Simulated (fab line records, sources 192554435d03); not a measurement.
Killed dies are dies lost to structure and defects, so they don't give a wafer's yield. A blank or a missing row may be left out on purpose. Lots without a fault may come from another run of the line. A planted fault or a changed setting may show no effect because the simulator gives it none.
Split-lot experiment | flow n5_finfet | 7 lots, 21 wafers read, on a route of 1938 steps

THE SPLIT
At N5_MOL_CONTACT_COAG_EXPOSE_05 (exposes mask CA, defocus 0 nm), the setting dose_mj was moved away from the recipe's 38.25 on 8 of the 21 wafers read, by -5.4% to +5.5%. The other wafers ran this setting at the recipe's value.

FROM THE SPLIT TO THE READING: what the file shows between them, 2 steps
- N5_MOL_CONTACT_COAG_PEB_06: peb time 60 s
- N5_MOL_CONTACT_COAG_DEVELOP_07: develop time 30 s

THE READING
cd_nm, in nm, at N5_MOL_CONTACT_COAG_CD_MEAS_08 (target cd 28 nm). Fault-free wafers of this fab line usually give 28.13 nm, standard deviation 0.25 nm.

wafer  | tool, chamber at the split | dose_mj as run | against the recipe | cd_nm, nm | against lot-mates on the recipe
L076.2 | euv_scanner-02, 0          | 38.25          | recipe             | 27.83     | -
L076.3 | euv_scanner-02, 0          | 38.25          | recipe             | 27.60     | -
L076.6 | euv_scanner-02, 0          | 36.99          | -3.3%              | 27.47     | -0.25
L086.1 | euv_scanner-01, 0          | 38.25          | recipe             | 28.39     | -
L086.5 | euv_scanner-01, 0          | 38.25          | recipe             | 28.21     | -
L086.6 | euv_scanner-01, 0          | 40.36          | +5.5%              | 29.78     | +1.48
L087.1 | euv_scanner-02, 0          | 38.25          | recipe             | 28.06     | -
L087.2 | euv_scanner-02, 0          | 38.25          | recipe             | 27.81     | -
L087.4 | euv_scanner-02, 0          | 38.25          | recipe             | 28.01     | -
L088.1 | euv_scanner-02, 0          | 36.27          | -5.2%              | 26.79     | -1.47
L088.5 | euv_scanner-02, 0          | 36.27          | -5.2%              | 26.97     | -1.29
L088.6 | euv_scanner-02, 0          | 38.25          | recipe             | 28.26     | -
L089.1 | euv_scanner-01, 0          | 38.25          | recipe             | 27.78     | -
L089.2 | euv_scanner-01, 0          | 36.58          | -4.4%              | 26.87     | -0.91
L089.3 | euv_scanner-01, 0          | 36.58          | -4.4%              | 27.19     | -0.59
L094.1 | euv_scanner-01, 0          | 38.25          | recipe             | 28.47     | -
L094.3 | euv_scanner-01, 0          | 38.25          | recipe             | 28.14     | -
L094.6 | euv_scanner-01, 0          | 38.25          | recipe             | 27.94     | -
L095.2 | euv_scanner-02, 0          | 38.25          | recipe             | 28.51     | -
L095.3 | euv_scanner-02, 0          | 36.17          | -5.4%              | 27.07     | -1.44
L095.4 | euv_scanner-02, 0          | 36.17          | -5.4%              | 27.41     | -1.10

THE FIT
A straight line over all 21 wafers: cd_nm changes by +0.227 nm for each +1% of dose_mj; r = +0.91; the points scatter about the line by 0.29 nm.
The same after taking each lot's own level away (the mean of its wafers on the recipe; 21 wafers): +0.233 nm for each +1%; r = +0.95; scatter 0.21 nm.
On that fit, the largest move of dose_mj shifts the reading by 1.3 nm.
The lots' own levels span 27.715 to 28.510 nm, that is 3.2 times the standard deviation above.
So the lot-to-lot level changes the slope little: the two slopes agree.
Check: with one of the wafers moved furthest among these (+5.5%) left out of the fit, the line predicts +1.25 nm for it against its lot-mates. It came out at +1.48 nm against them.

OTHER SPLITS ON THESE WAFERS
These wafers also went through other splits before the reading. Each is held against what the fit with the lots' levels taken away leaves over:
other split on the same wafers | wafers away from the commonest value | r with cd_nm (lot level and that fit taken away)
N5_HKMG_FIN_COAT_42 spin_rpm   | 5                                    | -0.10
N5_HKMG_FIN_ETCH_54 source_w   | 10                                   | +0.01
N5_HKMG_FIN_EXPOSE_09 dose_mj  | 6                                    | -0.01

THE WHOLE CHAIN: every reading that the file lists as answering this split, in the file's order
step                           | what it does                                                        | reading                                                                        | change (the file's fit)               | r (the file's)
N5_MOL_CONTACT_COAG_CD_MEAS_08 | target cd 28 nm                                                     | cd_nm                                                                          | +0.225 nm for each +1% of the setting | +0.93
N5_MOL_CONTACT_COAG_ETCH_59    | etches underlayer in N2/H2, target depth 13 nm, time 10.4 s         | MOL_CONTACT_COAG.cd_offset_nm (the simulator's own value, which no gauge read) | +0.273 nm for each +1% of the setting | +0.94
N5_MOL_CONTACT_COAG_ETCH_105   | etches SiARC in CF4, target depth 15.6 nm, time 26 s                | MOL_CONTACT_COAG.cd_offset_nm (the simulator's own value, which no gauge read) | +0.255 nm for each +1% of the setting | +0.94
N5_MOL_CONTACT_COAG_ETCH_106   | etches SOC in N2/H2, target depth 80 nm, overetch 16 nm, time 120 s | MOL_CONTACT_COAG.cd_offset_nm (the simulator's own value, which no gauge read) | +0.287 nm for each +1% of the setting | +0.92
N5_MOL_CONTACT_COAG_ETCH_15    | etches SiNx in CH3F/O2, stops on Si:P, target depth 7 nm            | MOL_CONTACT_COAG.cd_offset_nm (the simulator's own value, which no gauge read) | +0.279 nm for each +1% of the setting | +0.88

THE FILE'S OWN FIT
cd_nm changes by +0.225 nm for each +1% of dose_mj, r = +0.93.
